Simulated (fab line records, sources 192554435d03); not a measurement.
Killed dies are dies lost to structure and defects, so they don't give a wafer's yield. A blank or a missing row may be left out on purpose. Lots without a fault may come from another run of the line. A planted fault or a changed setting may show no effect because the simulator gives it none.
A struck lot beside a sound one | flow n5_finfet | 15 steps out of a route of 1938
Sound: wafers L489.2, L489.5, L489.6. Struck: wafer L482.5. (L482.3, L482.6 of the same lot were not struck and are left out.) The cause comes at the end.
At each step with rows: each side's tool, then ch and its chambers, then its first start. Under that, the readings that differ: sound wafers | struck wafers | difference of the means | sigmas: that difference in standard deviations of wafers without a fault.
alike: readings whose means differ by less than 2 such deviations, and words and numbers that are the same on both sides. not compared: withheld readings, readings that some wafer has no value for, bounds like >300 that may hide the same value, and numbers for which the record gives no deviation and whose values overlap.
The two part at a step that has a row with sigmas, a row that says differs or no value, or rows on one side only. Numbers that don't overlap but have no deviation are shown without sigmas and don't part them. A reading that every wafer of one side lacks parts them only if that side has two wafers or more.

first, 7 steps without rows for these wafers: N5_BEOL_M10_COAT_64 (time 60 s, resist thk 30 nm); N5_BEOL_M10_COAT_22 (resist thk 90 nm); N5_BEOL_M10_EBR_24; N5_BEOL_M10_SOFTBAKE_23 (time 60 s); N5_BEOL_M10_EXPOSE_25 (exposes mask V9); N5_BEOL_M10_PEB_26 (peb time 60 s); N5_BEOL_M10_DEVELOP_27 (develop time 30 s).
N5_BEOL_M10_CD_MEAS_28: target cd 70 nm.
  sound on cd_sem-01 ch 0, day 15 14:57; struck on cd_sem-01 ch 0, day 14 02:08
  alike: cd_nm
N5_BEOL_M10_OVL_MEAS_29:
  sound on overlay-02 ch 0, day 15 14:59; struck on overlay-02 ch 0, day 14 02:10
  alike: V9_OVL
N5_BEOL_M10_INSPECT_30: inspects for defects (brightfield).
  sound on defect_inspect-01, day 15 15:00; struck on defect_inspect-02, day 14 02:12
  reading          | sound       | struck | difference | sigmas
  raw_defect_count | 489 357 434 | 632    | +205       | +2
N5_BEOL_M10_DESCUM_33: chemistry O2, time 7.9 s.
  sound on rie_diel-02 ch 2,3, day 15 15:47; struck on rie_diel-01 ch 2, day 14 02:14
  reading                     | sound          | struck | difference | sigmas
  drypump_motor_current_A (A) | 5.9 5.8 6.1    | 5.0    | -0.9       | -2
  oes_product_au (a.u.)       | 0.71 0.71 0.74 | 0.93   | +0.21      | +3
  alike: rf_vpp_V, showerhead_plenum_p_Torr, throttle_valve_pct
  not compared: rf_hours_counter_h
N5_BEOL_M10_ETCH_65: etches SiARC in CF4, target depth 39 nm, time 65 s.
  sound on rie_diel-02 ch 2,3, day 15 15:49; struck on rie_diel-01 ch 2, day 14 02:16
  reading                     | sound          | struck | difference | sigmas
  drypump_motor_current_A (A) | 5.9 5.9 6.1    | 5.0    | -1.0       | -2
  oes_product_au (a.u.)       | 0.60 0.61 0.63 | 0.81   | +0.20      | +3
  alike: etch_rf_on_time_s, rf_vpp_V, showerhead_plenum_p_Torr, throttle_valve_pct
  not compared: rf_hours_counter_h
N5_BEOL_M10_ETCH_66: etches SOC in N2/H2, target depth 120 nm, overetch 24 nm, time 180 s.
  sound on rie_diel-02 ch 2,3, day 15 15:52; struck on rie_diel-01 ch 2, day 14 02:19
  reading                                     | sound             | struck | difference | sigmas
  oes_product_au (a.u.)                       | 0.57 0.57 0.59    | 0.79   | +0.21      | +3
  run_length_s (s)                            | 203.1 203.4 203.9 | 192.4  | -11.1      | -27
  model.SiARC_of_BEOL_M10_COAT_64.thk_nm (nm) | 22.8 22.8 22.8    | 23     | +0         |
  alike: drypump_motor_current_A, rf_vpp_V, showerhead_plenum_p_Torr, throttle_valve_pct
  not compared: rf_hours_counter_h
then, 1 step without rows for these wafers: N5_BEOL_M10_STRIP_69 (strips in N2/H2).
N5_PASSIVATION_PROBE_49:
  the record has rows for the struck wafers here (prober-02, day 16 01:48) and none for the sound ones

WHERE THEY PART
First at N5_BEOL_M10_INSPECT_30; last, within this record, at N5_PASSIVATION_PROBE_49.

WHY: what the simulator had put in
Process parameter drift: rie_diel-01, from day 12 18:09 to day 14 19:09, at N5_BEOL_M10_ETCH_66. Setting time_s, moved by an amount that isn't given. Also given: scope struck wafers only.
